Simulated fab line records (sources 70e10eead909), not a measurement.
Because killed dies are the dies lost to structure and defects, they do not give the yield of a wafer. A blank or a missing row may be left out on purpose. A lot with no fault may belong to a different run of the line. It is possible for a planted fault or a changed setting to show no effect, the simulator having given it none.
fab line records | flow nandHarc
[record] lots = 6 wafers = 18 lastDay = 24
route steps=1159 shown P_ZERO_WELL@14 END@1159
lots that met no fault: from a run of the same line without faults
startH: start of the lot's first displayed wafer, in hours after the record's first day | waitH: hours since the lot's step before | " the same as in the row above | L1.1+2: one row covering several wafers at once | - no value, or no start was given | * or withheld: withheld | < > ~ a bound
route shown NAME@n: names a module that has steps shown in the file, with the first one's number in the route | usual: mean/standard deviation taken from wafers without a fault | same: alike in all rows | chamber/n: place in a boat | sites: the reading at each site | _std_site: how widely they spread, as a standard deviation | _edge_site: inner sites' mean taken away from outer sites' mean | radiusMm: how far each site lies from the wafer's centre | mask NAME#n: copy n | behind: the last tool/chamber to shape the wafer | hold: what put the lot on hold/how long, in hours/how the hold closed | device: the transistor (n, p or np) that didn't switch | end of line: the route-end tests of the same wafers | a step without rows: its recipe alone | killed: count of dies lost to structure and defects at first sort (not the wafer's yield) | map: a wafer's dies, marking killed ones x, the rest . and places with no die _
set.NAME: the setting the step ran with; set.NAME@STEP: the setting that earlier step ran with | model.NAME: the simulator's own value behind a step, which no gauge read
a table for each step, a row for each wafer; lots at some steps of the route
services: a tool's chamber out of use, with start hour (startH, from the record's first day; less than 0 if before it), hours out, and reason
[[steps]]
[step NHARC_P_ZERO_WELL_CD_MEAS_11]
[recipe] targetCdNm = 500 landingEnergyEv = 500
[usual] cdNm = 499.9/1.5
// columns lot.wafer tool chamber startH waitH cdNm
L255.2 cdSem-01 0 13.35 - 498.9
L255.3 " 0 " " 499.1
L255.5 " 0 " " 499.2
L257.2 cdSem-03 0 25.12 - 500.3
L257.3 " 0 " " 500.0
L257.5 " 0 " " 500.4
L259.4 cdSem-02 0 37.25 - 498.7
L259.5 " 0 " " 498.3
L259.6 " 0 " " 501.0
L267.3 cdSem-02 0 85.25 - 499.3
L267.5 " 0 " " 498.5
L267.6 " 0 " " 500.2
L274.1 cdSem-01 0 127.24 - 498.4
L274.3 " 0 " " 498.2
L274.5 " 0 " " 497.3
L277.2 cdSem-03 0 145.26 - 499.4
L277.5 " 0 " " 503.5
L277.6 " 0 " " 500.8
[step NHARC_P_ZERO_WELL_HARDBAKE_12]
[recipe] tempC = 118 timeS = 65
[step NHARC_P_ZERO_WELL_DESCUM_13]
[recipe] timeS = 3 o2FlowSccm = 200 arFlowSccm = 0 biasPowerW = 0 chemistry = O2
[usual] drypumpMotorCurrentA = 5.6/0.46 oesProductAu = 0.999/0.0078 rfVppV = 57.9/0.88 showerheadPlenumPTorr = 1.94/0.083 throttleValvePct = 11.311/0.0088
// columns lot.wafer tool chamber startH waitH drypumpMotorCurrentA oesProductAu rfHoursCounterH rfVppV showerheadPlenumPTorr throttleValvePct
L255.2 rieDiel-09 3 13.50 - 5.6 1.004 7 58.6 1.94 11.322
L255.3 " 0 " " 6.6 1.002 7 57.7 2.04 11.308
L255.5 " 3 " " 5.6 1.015 - 58.7 1.94 11.319
L257.3 rieDiel-04 2 25.28 - 6.3 0.991 6 58.2 1.98 11.306
L257.2 " 3 " " 5.7 0.995 3 58.1 1.97 11.305
L257.5 " 3 " " 5.6 0.984 - 58.0 1.97 11.311
L259.4 rieDiel-09 0 37.40 - 6.6 1.003 8 57.6 2.04 11.306
L259.5 " 0 " " 6.6 1.006 - 59.3 2.04 11.308
L259.6 " 1 " " 5.7 0.997 - 58.4 2.03 11.320
L267.3 rieDiel-03 0 85.43 - 5.2 0.985 3 57.2 1.86 11.297
L267.5 " 1 " " 5.2 0.994 - 56.7 1.80 11.318
L267.6 " 2 " " 5.0 0.984 - 56.8 1.80 11.328
L274.1 rieDiel-04 3 127.40 - 5.7 1.002 0 57.7 1.96 11.308
L274.3 " 1 " " 5.4 1.011 0 58.5 1.87 11.310
L274.5 " 3 " " 5.7 1.008 - 58.7 1.96 11.304
L277.2 rieDiel-03 2 145.43 - 5.0 0.996 5 57.9 1.80 11.312
L277.5 " 1 " " 5.2 0.990 - 56.1 1.80 11.317
L277.6 " 2 " " 5.0 1.011 - 57.8 1.80 11.319
[step NHARC_P_ZERO_WELL_ETCH_65]
[recipe] targetDepthA = 800 overetchA = 240 timeS = 87.88 ionEnergyEv = 200 n2FlowSccm = 150 h2FlowSccm = 150 arFlowSccm = 0 rfW = 400 biasW = 150 chemistry = N2/H2
[usual] drypumpMotorCurrentA = 5.6/0.44 oesProductAu = 0.999/0.0082 rfVppV = 431.2/2.6 showerheadPlenumPTorr = 2.06/0.088 throttleValvePct = 14.171/0.0089
// columns lot.wafer tool chamber startH waitH drypumpMotorCurrentA oesProductAu rfHoursCounterH rfVppV showerheadPlenumPTorr throttleValvePct
L255.3 rieDiel-09 2 13.59 0.1 5.2 1.008 6 429.8 2.06 14.168
L255.2 " 3 " " 5.6 1.011 7 431.8 2.07 14.171
L255.5 " 2 " " 5.2 1.021 - 431.9 2.06 14.183
L257.3 rieDiel-04 2 25.36 0.1 6.3 1.001 6 432.9 2.11 14.162
L257.2 " 1 " " 5.4 1.001 7 429.5 2.00 14.183
L257.5 " 3 " " 5.7 0.988 - 433.2 2.10 14.155
L259.4 rieDiel-09 0 37.50 0.1 6.6 1.012 8 432.0 2.17 14.169
L259.6 " 2 " " 5.2 1.001 - 430.1 2.06 14.183
L259.5 " 3 " " 5.5 1.008 - 432.1 2.07 14.170
L267.3 rieDiel-03 0 85.49 0.1 5.2 0.984 3 428.5 1.99 14.179
L267.6 " 0 " " 5.2 0.980 - 428.1 1.99 14.172
L267.5 " 1 " " 5.3 0.989 - 427.2 1.92 14.158
L274.1 rieDiel-04 0 127.49 0.1 5.7 1.009 0 429.9 2.03 14.156
L274.3 " 1 " " 5.4 1.008 0 430.0 2.00 14.163
L274.5 " 0 " " 5.6 1.010 - 431.6 2.03 14.148
L277.2 rieDiel-03 3 145.50 0.1 5.5 0.991 5 433.5 2.21 14.174
L277.6 " 3 " " 5.5 0.994 - 436.1 2.21 14.184
L277.5 " 0 " " 5.2 0.997 - 431.1 1.99 14.160
[step NHARC_P_ZERO_WELL_ETCH_62]
[recipe] targetDepthA = 130 timeS = 6.5 chf3FlowSccm = 50 arFlowSccm = 200 rfW = 500 biasW = 200 chemistry = CHF3/Ar
[usual] drypumpMotorCurrentA = 5.6/0.47 oesProductAu = 0.963/0.014 rfVppV = 371.2/2.2 showerheadPlenumPTorr = 2.37/0.097 throttleValvePct = 20.217/0.0088
// columns lot.wafer tool chamber startH waitH drypumpMotorCurrentA oesProductAu rfHoursCounterH rfVppV showerheadPlenumPTorr throttleValvePct
L255.3 rieDiel-09 3 - - 5.6 0.980 7 370.6 2.37 20.217
L255.2 " 0 " " 6.6 0.972 7 372.8 2.49 20.215
L255.5 " 3 " " 5.6 0.971 - 371.8 2.37 20.221
L257.2 rieDiel-04 2 - - 6.3 0.954 6 371.8 2.42 20.218
L257.3 " 3 " " 5.7 0.945 3 371.7 2.41 20.208
L257.5 " 1 " " 5.4 0.965 - 371.2 2.30 20.208
L259.4 rieDiel-09 3 - - 5.6 0.954 8 373.2 2.37 20.205
L259.6 " 2 " " 5.2 0.961 - 370.4 2.36 20.216
L259.5 " 3 " " 5.6 0.964 - 370.8 2.37 20.224
L267.3 rieDiel-03 3 - - 5.4 0.964 2 374.4 2.53 20.229
L267.6 " 3 " " 5.4 0.977 - 372.9 2.53 20.233
L267.5 " 0 " " 5.2 0.965 - 368.3 2.29 20.233
L274.1 rieDiel-04 1 - - 5.4 0.980 0 370.4 2.30 20.219
L274.3 " 0 " " 5.6 0.986 0 370.0 2.34 20.239
L274.5 " 2 " " 6.3 0.957 - 372.9 2.42 20.220
L277.2 rieDiel-03 2 - - 5.0 0.925 5 367.4 2.21 20.226
L277.5 " 0 " " 5.2 0.917 - 369.5 2.29 20.220
L277.6 " 1 " " 5.2 0.923 - 366.9 2.21 20.239
[step NHARC_P_ZERO_WELL_ETCH_63]
[recipe] targetDepthA = 1200 timeS = 40.1 hbrFlowSccm = 150 cl2FlowSccm = 50 rfW = 400 icpW = 400 biasW = 100 chemistry = HBr/Cl2
[usual] drypumpMotorCurrentA = 5.9/0.54 mfcCl2Sccm = 49.99/0.14 oesProductAu = 0.998/0.0069 throttleValvePct = 26.405/0.0095
// columns lot.wafer tool chamber startH waitH drypumpMotorCurrentA mfcCl2Sccm oesProductAu rfHoursCounterH throttleValvePct
L255.3 rieSi-04 2 13.76 - 5.8 49.97 0.992 0.7 26.414
L255.2 " 0 " " 6.3 49.85 0.992 0.7 26.411
L255.5 " 3 " " 5.2 50.16 0.993 - 26.391
L257.3 rieSi-05 1 25.55 - 6.2 50.11 0.999 1.0 26.421
L257.2 " 2 " " 5.7 50.13 1.001 1.0 26.386
L257.5 " 0 " " 6.4 50.10 0.992 - 26.386
L259.4 rieSi-05 1 37.68 - 6.2 50.11 1.002 1.2 26.401
L259.5 " 3 " " 6.2 49.83 0.992 - 26.414
L259.6 " 0 " " 6.4 50.02 1.005 - 26.393
L267.3 rieSi-04 3 85.66 - 5.2 49.98 1.006 1.3 26.418
L267.6 " 3 " " 5.2 49.81 1.003 - 26.400
L267.5 " 0 " " 6.2 49.75 1.004 - 26.419
L274.1 rieSi-05 0 127.68 - 6.5 49.86 1.005 0.6 26.403
L274.3 " 1 " " 6.2 50.03 1.011 0.6 26.420
L274.5 " 3 " " 6.3 50.12 1.010 - 26.412
L277.2 rieSi-06 3 145.69 - 6.4 50.09 0.997 1.4 26.411
L277.6 " 2 " " 5.6 50.13 0.994 - 26.419
L277.5 " 3 " " 6.4 50.06 0.992 - 26.397
[step NHARC_P_ZERO_WELL_STRIP_15]
[recipe] timeS = 900 tempC = 130 chemistry = SPM
[step NHARC_P_ZERO_WELL_DEHYDRATE_16]
[recipe] tempC = 150 timeS = 120
[step NHARC_P_ZERO_WELL_HMDS_17]
[recipe] timeS = 30
[step NHARC_P_ZERO_WELL_COAT_18]
[recipe] spinRpm = withheld
[step NHARC_P_ZERO_WELL_SOFTBAKE_19]
[recipe] tempC = 122 timeS = 95
[step NHARC_P_ZERO_WELL_EBR_20]
[step NHARC_P_ZERO_WELL_EXPOSE_21]
[recipe] na = 0.6 targetCdNm = 720 doseMj = 22.31 maskId = P_NWELL
[usual] exposureDoseMJCm2 = 22.313/0.022 focusOffsetNm = 0.0/0.53
[same] na = 0.6
// columns lot.wafer tool chamber startH waitH mask exposureDoseMJCm2 focusOffsetNm
L255.2 krfScanner-02 0 14.54 - P_NWELL#0 22.339 1.1
L255.3 " 0 " " P_NWELL#0 22.295 0.8
L255.5 " 0 " " P_NWELL#0 22.287 0.4
L257.2 krfScanner-03 0 26.19 - P_NWELL#0 22.339 0.4
L257.3 " 0 " " P_NWELL#0 22.349 -0.5
L257.5 " 0 " " P_NWELL#0 22.304 -0.4
L259.4 krfScanner-03 0 38.45 - P_NWELL#0 28.677 -0.2
L259.5 " 0 " " P_NWELL#0 28.676 0.5
L259.6 " 0 " " P_NWELL#0 28.676 0.4
L267.3 krfScanner-03 0 86.45 - P_NWELL#0 28.625 -0.4
L267.5 " 0 " " P_NWELL#0 28.664 -0.5
L267.6 " 0 " " P_NWELL#0 28.655 -1.1
L274.1 krfScanner-01 0 128.42 - P_NWELL#0 22.312 0.1
L274.3 " 0 " " P_NWELL#0 22.290 0.8
L274.5 " 0 " " P_NWELL#0 22.289 -0.5
L277.2 krfScanner-02 0 146.45 - P_NWELL#0 22.287 -1.7
L277.5 " 0 " " P_NWELL#0 22.317 -0.1
L277.6 " 0 " " P_NWELL#0 22.285 -0.1
[step NHARC_P_ZERO_WELL_PEB_22]
[recipe] pebTempC = 118 pebTimeS = 85
[step NHARC_P_ZERO_WELL_DEVELOP_23]
[recipe] timeS = 70
[step NHARC_P_ZERO_WELL_CD_MEAS_24]
[recipe] targetCdNm = 720 landingEnergyEv = 500
[usual] cdNm = 719.4/1.5
// columns lot.wafer tool chamber startH waitH cdNm
L255.2 cdSem-01 0 14.69 - 719.6
L255.3 " 0 " " 719.0
L255.5 " 0 " " 720.9
L257.2 cdSem-01 0 26.34 - 720.6
L257.3 " 0 " " 721.7
L257.5 " 0 " " 718.0
L259.4 cdSem-03 0 38.59 - 761.5
L259.5 " 0 " " 762.1
L259.6 " 0 " " 761.7
L267.3 cdSem-01 0 86.60 - 764.2
L267.5 " 0 " " 764.8
L267.6 " 0 " " 764.6
L274.1 cdSem-02 0 128.57 - 719.3
L274.3 " 0 " " 719.0
L274.5 " 0 " " 719.2
L277.2 cdSem-03 0 146.60 - 718.3
L277.5 " 0 " " 718.4
L277.6 " 0 " " 717.8
[step NHARC_P_ZERO_WELL_HARDBAKE_25]
[recipe] tempC = 125 timeS = 80
[step NHARC_P_ZERO_WELL_DESCUM_26]
[recipe] timeS = 3 o2FlowSccm = 200 arFlowSccm = 0 biasPowerW = 0 chemistry = O2
[usual] drypumpMotorCurrentA = 5.5/0.41 oesProductAu = 0.999/0.0072 rfVppV = 58.0/0.89 showerheadPlenumPTorr = 1.92/0.09 throttleValvePct = 11.310/0.009
// columns lot.wafer tool chamber startH waitH drypumpMotorCurrentA oesProductAu rfHoursCounterH rfVppV showerheadPlenumPTorr throttleValvePct model.P_ZERO_WELL.cdNm
L255.3 rieDiel-03 3 14.85 - 5.4 1.009 5.9 59.3 2.07 11.312 718.6
L255.2 " 2 " " 5.0 1.005 7.0 57.7 1.80 11.308 719.5
L255.5 " 3 " " 5.4 1.000 - 56.5 2.07 11.327 720.7
L257.2 rieDiel-03 0 26.52 - 5.2 0.993 7.6 56.8 1.87 11.302 720.9
L257.3 " 1 " " 5.2 1.014 7.9 57.7 1.80 11.326 721.9
L257.5 " 2 " " 5.0 1.008 - 57.0 1.80 11.323 718.3
L259.4 rieDiel-04 2 38.77 - 6.3 0.994 6.6 59.1 1.98 11.314 761.7
L259.5 " 0 " " 5.6 0.998 - 58.3 1.91 11.317 762
L259.6 " 1 " " 5.4 0.993 - 56.5 1.88 11.309 761.2
L267.3 rieDiel-04 0 86.79 - 5.6 1.004 9.9 57.1 1.91 11.295 763.7
L267.6 " 3 " " 5.7 0.999 - 58.5 1.97 11.326 764.7
L267.5 " 0 " " 5.6 0.998 - 57.2 1.91 11.309 764.6
L274.1 rieDiel-03 2 128.76 - 5.0 0.989 4.2 57.8 1.80 11.314 718.9
L274.3 " 3 " " 5.4 0.991 4.3 58.4 2.07 11.321 718.7
L274.5 " 0 " " 5.2 0.984 - 57.4 1.86 11.313 719
L277.2 rieDiel-09 1 146.79 - 5.7 0.999 4.3 59.1 2.03 11.318 718.3
L277.5 " 3 " " 5.6 1.010 - 57.1 1.94 11.328 718.4
L277.6 " 0 " " 6.6 0.996 - 56.0 2.03 11.333 718.4
[step NHARC_P_ZERO_WELL_IMPLANT_27]
[recipe] energyKev = 600 doseCm2 = 1e+13 tiltDeg = 7
[step NHARC_END_SORT_01]
[recipe] tempC = 25
[usual] killedAtArray = 26/9.6 killedAtOther = 0.7/0.92 killedAtPeriphery = 3.8/2.7 killedDies = 31/10 killedOpen = 3.3/1.7 killedShort = 1.8/1.3
[same] grossDies = 677
// columns lot.wafer tool chamber startH waitH killedAtArray killedAtOther killedAtPeriphery killedDies killedOpen killedShort
L259.5 prober-02 0 463.01 3.8 23 0 4 27 3 1
L259.6 prober-02 0 463.83 4.1 33 2 3 38 1 1
// killed by level:class
L259.5 A_CHANNEL_HOLE_D1:chamberFilmFlake=15 A_SLIT:chamberFilmFlake=5 A_STAIRCASE:chamberFilmFlake=2 P_GATE:geometricParticle:open=1 P_CONTACT:geometricParticle:open=1 P_M0:geometricParticle:open=1 A_ONON_D1:geometricParticle:short=1 P_ZERO_WELL:areaExpose=1
L259.6 A_CHANNEL_HOLE_D1:chamberFilmFlake=21 A_SLIT:chamberFilmFlake=6 A_M0:chamberFilmFlake=2 THIN_TSV:chamberFilmFlake=2 A_WL_FILL:geometricParticle:open=1 A_CONTACT:geometricParticle:short=1 P_GATE:chamberFilmFlake=1 P_BONDPAD:chamberFilmFlake=1
[[services]]
// columns tool chamber startH hours kind
rieDiel-03 0 -7.20 - clean
rieDiel-03 1 -7.20 - clean
krfScanner-03 - -4.00 4.0 pm
rieDiel-04 3 -3.31 23.5 repair
rieSi-06 - 6.00 9.0 pm
rieDiel-09 - 11.27 0.4 repair
rieDiel-09 2 23.81 2.6 repair
rieSi-05 2 31.95 5.4 repair
rieDiel-09 1 32.41 2.5 repair
krfScanner-02 - 38.00 4.0 pm
rieDiel-03 - 38.30 9.0 pm
rieDiel-04 1 39.28 1.2 repair
krfScanner-01 - 40.36 0.9 repair
rieDiel-03 3 52.01 7.0 repair
rieDiel-09 2 54.75 5.3 repair
rieDiel-03 - 59.87 0.8 repair
rieSi-05 - 62.00 9.0 pm
rieDiel-03 - 69.10 0.2 repair
krfScanner-02 - 73.58 3.3 repair
rieDiel-09 - 77.10 9.0 pm
krfScanner-01 - 84.00 4.0 pm
rieSi-04 - 99.00 9.0 pm
krfScanner-03 - 106.24 1.0 repair
rieDiel-04 - 111.90 9.0 pm
[[key]]
[firstSign] step = NHARC_P_ZERO_WELL_EXPOSE_21 reading = exposureDoseMJCm2 direction = up sigmas = 99+ usual = 22.313 struck = 28.662
[effect] step = NHARC_P_ZERO_WELL_CD_MEAS_24 reading = cdNm direction = up sigmas = 30 usual = 719.4 struck = 763.2
[modelEffect] step = NHARC_P_ZERO_WELL_DESCUM_26 value = P_ZERO_WELL.cdNm without = 720.2 struck = 763
metAt NHARC_P_ZERO_WELL_EXPOSE_21
struckWafers L259.4,L259.5,L259.6,L267.3,L267.5,L267.6
testerLeftOut L259,L267
onsetBetween 26.19 38.45
[fault] kind = processParameterDrift tool = krfScanner-03 chamber = - onsetH = 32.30 steps = NHARC_P_ZERO_WELL_EXPOSE_21 channel = doseMj offset = 6.3412 shape = step actsIn = theseRecipesOnly stated = 22.31
// testerLeftOut: of these lots the tester's yield and bins aren't shown, on N5 and GAA mostly nor the transistor test; their killed dies are dies lost to structure and defects alone, not to doping, threshold or leakage, so they don't give the yield
